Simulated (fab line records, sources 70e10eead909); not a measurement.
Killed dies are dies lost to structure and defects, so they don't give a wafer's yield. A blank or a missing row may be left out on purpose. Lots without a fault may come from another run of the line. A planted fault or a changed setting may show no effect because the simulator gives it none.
Tool commonality check | flow nand_harc | 11 lots, 33 wafers sampled

WHY IT WAS OPENED
At NHARC_A_SGD_CUT_THK_MEAS_22 the reading thk_nm is flagged on 3 of 11 lots. Wafers without a fault read 148.5 nm, standard deviation 1.3.
Rule: a lot is flagged when every wafer of it that has a number lies more than 4 standard deviations from that mean, or none has a number. The other lots count as sound.

lot  | measured     | on            | thk_nm (nm), wafer by wafer | flag
L235 | day 14 02:50 | film_metro-02 | 146.7 146.5 146.0           |
L237 | day 14 16:04 | film_metro-01 | 148.8 149.4 147.1           |
L239 | day 15 02:18 | film_metro-01 | 148.5 147.1 146.9           |
L241 | day 16 03:54 | film_metro-02 | 148.9 148.3 152.0           |
L244 | day 16 19:08 | film_metro-02 | 147.6 148.2 148.2           |
L245 | day 17 12:07 | film_metro-01 | 149.0 151.6 148.1           |
L252 | day 19 01:14 | film_metro-01 | 49.8 50.7 49.8              | FLAGGED
L256 | day 19 18:34 | film_metro-01 | 149.2 147.7 146.9           |
L254 | day 19 18:34 | film_metro-02 | 51.5 49.4 51.5              | FLAGGED
L255 | day 19 18:34 | film_metro-01 | 51.8 51.7 49.1              | FLAGGED
L257 | day 20 04:43 | film_metro-01 | 148.3 148.3 149.2           |
The numbers of the flagged lots are 50.6 nm on average: -97.9 nm against the usual, or -75 standard deviations.

WHICH TOOL RAN EACH LOT
The record holds 5 process steps before the reading, out of a route of 1159 steps. In each cell: the tool, then ch and the chambers that the sampled wafers went through, then the start.
lot  | flag    | NHARC_A_STAIRCASE_DEP_471       | NHARC_A_SGD_CUT_ETCH_58            | NHARC_A_SGD_CUT_ETCH_15                       | NHARC_A_SGD_CUT_DEP_20       | NHARC_A_SGD_CUT_CMP_21
L235 |         | pecvd-02 ch 0,1,2, day 13 19:24 | rie_diel-04 ch 0,2,3, day 13 20:56 | rie_diel-04 ch 0,1, day 13 21:59 or earlier   | fcvd-01 ch 0,1, day 13 21:59 | cmp-04 ch 2,3, day 14 02:35
L237 |         | pecvd-03 ch 0,2, day 14 08:48   | rie_diel-06 ch 1,2, day 14 10:26   | rie_diel-06 ch 0,2,3, day 14 11:28 or earlier | fcvd-01 ch 0,1, day 14 11:28 | cmp-01 ch 1,3, day 14 15:50
L239 |         | pecvd-02 ch 0,2, day 14 19:01   | rie_diel-08 ch 0,1,3, day 14 20:41 | rie_diel-08 ch 0,3, day 14 21:43 or earlier   | fcvd-02 ch 0,1, day 14 21:43 | cmp-04 ch 0,1,3, day 15 02:07
L241 |         | pecvd-02 ch 0,2, day 15 20:31   | rie_diel-06 ch 0,2,3, day 15 22:04 | rie_diel-06 ch 2,3, day 15 23:05 or earlier   | fcvd-02 ch 0,1, day 15 23:05 | cmp-01 ch 1,2, day 16 03:40
L244 |         | pecvd-02 ch 0,1,2, day 16 09:29 | rie_diel-04 ch 0,1,2, day 16 11:08 | rie_diel-04 ch 1,2,3, day 16 12:32 or earlier | fcvd-02 ch 0,1, day 16 12:32 | cmp-02 ch 0,1,2, day 16 18:54
L245 |         | pecvd-02 ch 0,1,2, day 17 03:49 | rie_diel-06 ch 0,1, day 17 05:25   | rie_diel-06 ch 1,2, day 17 06:30 or earlier   | fcvd-02 ch 0,1, day 17 06:30 | cmp-01 ch 0,1, day 17 11:53
L252 | FLAGGED | pecvd-04 ch 1,2, day 18 17:38   | rie_diel-06 ch 0,3, day 18 19:22   | rie_diel-06 ch 0,1,3, day 18 20:23 or earlier | fcvd-02 ch 0,1, day 18 20:23 | cmp-02 ch 0,1,2, day 19 01:03
L256 |         | pecvd-04 ch 1,2, day 19 10:34   | rie_diel-06 ch 0,2,3, day 19 12:13 | rie_diel-06 ch 0,1,3, day 19 13:14 or earlier | fcvd-01 ch 0,1, day 19 13:14 | cmp-04 ch 0,1,2, day 19 18:20
L254 | FLAGGED | pecvd-03 ch 0,1,2, day 19 10:49 | rie_diel-08 ch 0,1,2, day 19 12:27 | rie_diel-08 ch 0,1,2, day 19 13:34 or earlier | fcvd-02 ch 0,1, day 19 13:34 | cmp-02 ch 0,2, day 19 18:20
L255 | FLAGGED | pecvd-03 ch 0,1, day 19 11:21   | rie_diel-06 ch 0,1,2, day 19 13:05 | rie_diel-06 ch 1,2,3, day 19 14:07 or earlier | fcvd-01 ch 0,1, day 19 14:07 | cmp-01 ch 0,1,3, day 19 18:20
L257 |         | pecvd-02 ch 0,1,2, day 19 21:28 | rie_diel-08 ch 0,2,3, day 19 23:06 | rie_diel-08 ch 0,2,3, day 20 00:09 or earlier | fcvd-02 ch 0,1, day 20 00:09 | cmp-04 ch 0,1, day 20 04:28
What these steps do:
- NHARC_A_STAIRCASE_DEP_471: deposits SiO2, target thk 100 nm.
- NHARC_A_SGD_CUT_ETCH_58: etches the open film in CF4, target depth 39 nm, time 65 s.
- NHARC_A_SGD_CUT_ETCH_15: etches the open film in CH3F/O2, target depth 75 nm, time 64.3 s.
- NHARC_A_SGD_CUT_DEP_20: deposits SiO2, target thk 150 nm.
- NHARC_A_SGD_CUT_CMP_21: polishes, target thk 148.19 nm.
- NHARC_A_SGD_CUT_THK_MEAS_22: measures by ellipsometry.

FLAGGED OVER TOTAL, TOOL BY TOOL (the gauges that took the reading come last)
step                        | tool          | lots run | flagged | share of the flagged lots | sound lots run after its first flagged lot
NHARC_A_STAIRCASE_DEP_471   | pecvd-02      | 6        | 0       | none                      | -
NHARC_A_STAIRCASE_DEP_471   | pecvd-03      | 3        | 2       | some                      | 0
NHARC_A_STAIRCASE_DEP_471   | pecvd-04      | 2        | 1       | some                      | 1 (L256)
NHARC_A_SGD_CUT_ETCH_58     | rie_diel-04   | 2        | 0       | none                      | -
NHARC_A_SGD_CUT_ETCH_58     | rie_diel-06   | 6        | 2       | some                      | 1 (L256)
NHARC_A_SGD_CUT_ETCH_58     | rie_diel-08   | 3        | 1       | some                      | 1 (L257)
NHARC_A_SGD_CUT_ETCH_15     | rie_diel-04   | 2        | 0       | none                      | -
NHARC_A_SGD_CUT_ETCH_15     | rie_diel-06   | 6        | 2       | some                      | 1 (L256)
NHARC_A_SGD_CUT_ETCH_15     | rie_diel-08   | 3        | 1       | some                      | 1 (L257)
NHARC_A_SGD_CUT_DEP_20      | fcvd-01       | 4        | 1       | some                      | 0
NHARC_A_SGD_CUT_DEP_20      | fcvd-02       | 7        | 2       | some                      | 1 (L257)
NHARC_A_SGD_CUT_CMP_21      | cmp-01        | 4        | 1       | some                      | 0
NHARC_A_SGD_CUT_CMP_21      | cmp-02        | 3        | 2       | some                      | 0
NHARC_A_SGD_CUT_CMP_21      | cmp-04        | 4        | 0       | none                      | -
NHARC_A_SGD_CUT_THK_MEAS_22 | film_metro-01 | 7        | 2       | some                      | 2 (L256,L257)
NHARC_A_SGD_CUT_THK_MEAS_22 | film_metro-02 | 4        | 1       | some                      | 0
NHARC_A_SGD_CUT_ETCH_15 gives no start for some lots, so the hours and the order of its lots are those of NHARC_A_SGD_CUT_DEP_20.

WHAT THE TABLE ALLOWS
No row of the table ran every flagged lot.

WHAT THE SIMULATOR HAD PUT IN
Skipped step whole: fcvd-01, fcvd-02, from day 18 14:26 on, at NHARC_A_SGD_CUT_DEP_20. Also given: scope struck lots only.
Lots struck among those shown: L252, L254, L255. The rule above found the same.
